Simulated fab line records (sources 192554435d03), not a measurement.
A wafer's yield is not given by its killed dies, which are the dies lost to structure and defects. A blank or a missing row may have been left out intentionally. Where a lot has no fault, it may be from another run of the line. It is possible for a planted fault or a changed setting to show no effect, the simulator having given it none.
Matching of chambers + flow n5-finfet + 3 sister chambers for N5_BEOL_M0_ALD_136 on ald-metal-03
The step deposits TaN, pulse time 2 s, purge time 3 s, co reactant purge time 2 s. 6 wafers are shown with their chamber, then 8 later ones without.

== WAFERS, EACH WITH ITS CHAMBER ==
| wafer  | chamber | heater-power-w (W) | mfc-carrier-sccm (sccm) |
|--------|---------|--------------------|-------------------------|
| L081.4 | 2       | 421                | 1492                    |
| L084.2 | 1       | 422                | 1509                    |
| L084.6 | 2       | 420                | 1498                    |
| L085.5 | 0       | 385                | 1496                    |
| L085.6 | 1       | 422                | 1494                    |
| L090.3 | 0       | 404                | 1496                    |

== WAFERS WHOSE CHAMBER IS MISSING ==
| wafer  | heater-power-w (W) | mfc-carrier-sccm (sccm) |
|--------|--------------------|-------------------------|
| L090.5 | 402                | 1497                    |
| L090.6 | 408                | 1502                    |
| L092.2 | 395                | 1497                    |
| L092.4 | 425                | 1502                    |
| L092.6 | 411                | 1501                    |
| L096.1 | 393                | 1502                    |
| L096.4 | 412                | 1507                    |
| L096.6 | 400                | 1493                    |

== EACH ONE'S CHAMBER ==
| wafer  | from the rows above          | in truth |
|--------|------------------------------|----------|
| L090.5 | can't be placed: 0 or 2 or 1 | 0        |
| L090.6 | can't be placed: 1 or 2 or 0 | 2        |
| L092.2 | 0                            | 0        |
| L092.4 | can't be placed: 1 or 2      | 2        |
| L092.6 | can't be placed: 1 or 2 or 0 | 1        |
| L096.1 | 0                            | 0        |
| L096.4 | can't be placed: 1 or 2 or 0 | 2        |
| L096.6 | can't be placed: 0 or 2      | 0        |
Correctly placed: 2 of 8. Unplaceable from these rows: 6, with the true chamber sitting among the candidates in 6. Wrongly placed: 0.
How it was worked out, from the rows above alone: a wafer's distance from a chamber is the root of the sum, over the readings, of the square of ((its reading less the chamber's mean) divided by the reading's scatter). If the next closest chamber is less than 2 further off than the closest, the wafer can't be placed; otherwise it belongs to the closest. Each chamber's mean is taken over the wafers shown for it. The scatter: take each reading less its chamber's mean, square it, sum over the shown wafers, divide by the number of wafers less the number of chambers, and take the root.
